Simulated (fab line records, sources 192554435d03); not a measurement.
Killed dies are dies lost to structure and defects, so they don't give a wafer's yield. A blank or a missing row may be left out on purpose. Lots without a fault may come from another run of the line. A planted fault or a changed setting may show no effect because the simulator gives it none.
Split-lot experiment | flow n5_finfet | 7 lots, 21 wafers read, on a route of 1938 steps

THE SPLIT
At N5_BEOL_M10_COAT_05 (resist thk 90 nm), the setting spin_rpm was moved away from the recipe's 1500 rpm on 9 of the 21 wafers read, by -7.5% to +7.9%. The other wafers ran this setting at the recipe's value.

The reading is taken at the split's own step.

THE READING
CAR-ArF_of_BEOL_M10_COAT_05.thk_nm (the simulator's own value, which no gauge read), in nm, at N5_BEOL_M10_COAT_05 (resist thk 90 nm). The file gives no usual value for it. The 12 wafers here that ran the recipe average 89.8 nm, standard deviation 0.22 nm.

wafer  | tool, chamber at the split | spin_rpm as run, rpm | against the recipe | CAR-ArF_of_BEOL_M10_COAT_05.thk_nm, nm | against lot-mates on the recipe
L076.3 | litho_track-01, 0          | 1500                 | recipe             | 89.6                                   | -
L076.4 | litho_track-01, 0          | 1388                 | -7.5%              | 93.2                                   | +3.6
L076.6 | litho_track-01, 0          | 1388                 | -7.5%              | 93                                     | +3.4
L079.1 | litho_track-04, 0          | 1500                 | recipe             | 89.8                                   | -
L079.2 | litho_track-04, 0          | 1500                 | recipe             | 89.6                                   | -
L079.5 | litho_track-04, 0          | 1618                 | +7.9%              | 86.8                                   | -2.9
L078.1 | litho_track-04, 0          | 1587                 | +5.8%              | 87.4                                   | -2.4
L078.2 | litho_track-04, 0          | 1500                 | recipe             | 89.8                                   | -
L078.5 | litho_track-04, 0          | 1500                 | recipe             | 89.8                                   | -
L081.1 | litho_track-04, 0          | 1423                 | -5.1%              | 92.2                                   | +2.2
L081.2 | litho_track-04, 0          | 1423                 | -5.1%              | 92.2                                   | +2.2
L081.4 | litho_track-04, 0          | 1500                 | recipe             | 90                                     | -
L082.2 | litho_track-01, 0          | 1500                 | recipe             | 89.8                                   | -
L082.3 | litho_track-01, 0          | 1428                 | -4.8%              | 92                                     | +1.9
L082.5 | litho_track-01, 0          | 1500                 | recipe             | 90.4                                   | -
L084.2 | litho_track-04, 0          | 1500                 | recipe             | 89.6                                   | -
L084.5 | litho_track-04, 0          | 1500                 | recipe             | 89.6                                   | -
L084.3 | litho_track-04, 0          | 1500                 | recipe             | 89.8                                   | -
L095.2 | litho_track-01, 0          | 1568                 | +4.5%              | 88                                     | -2.0
L095.3 | litho_track-01, 0          | 1500                 | recipe             | 90                                     | -
L095.5 | litho_track-01, 0          | 1568                 | +4.5%              | 87.8                                   | -2.2

THE FIT
A straight line over all 21 wafers: CAR-ArF_of_BEOL_M10_COAT_05.thk_nm changes by -0.428 nm for each +1% of spin_rpm; r = -0.99; the points scatter about the line by 0.21 nm.
The same after taking each lot's own level away (the mean of its wafers on the recipe; 21 wafers): -0.431 nm for each +1%; r = -0.99; scatter 0.2 nm.
On that fit, the largest move of spin_rpm shifts the reading by 3.4 nm.
The lots' own levels span 89.60 to 90.10 nm, that is 2.2 times the standard deviation above.
So the lot-to-lot level changes the slope little: the two slopes agree.
Check: with one of the wafers moved furthest among these (+7.9%) left out of the fit, the line predicts -3.52 nm for it against its lot-mates. It came out at -2.9 nm against them.

OTHER SPLITS ON THESE WAFERS
These wafers also went through other splits before the reading. Each is held against what the fit with the lots' levels taken away leaves over:
other split on the same wafers | wafers away from the commonest value | r with CAR-ArF_of_BEOL_M10_COAT_05.thk_nm (lot level and that fit taken away)
N5_BEOL_M8_ILD_DEP_00 time_s   | 5                                    | +0.06
N5_BEOL_M8_DESCUM_33 time_s    | 7                                    | +0.32
N5_BEOL_M8_ETCH_66 source_w    | 4                                    | +0.19

THE FILE'S OWN FIT
CAR-ArF_of_BEOL_M10_COAT_05.thk_nm changes by -0.419 nm for each +1% of spin_rpm, r = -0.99.
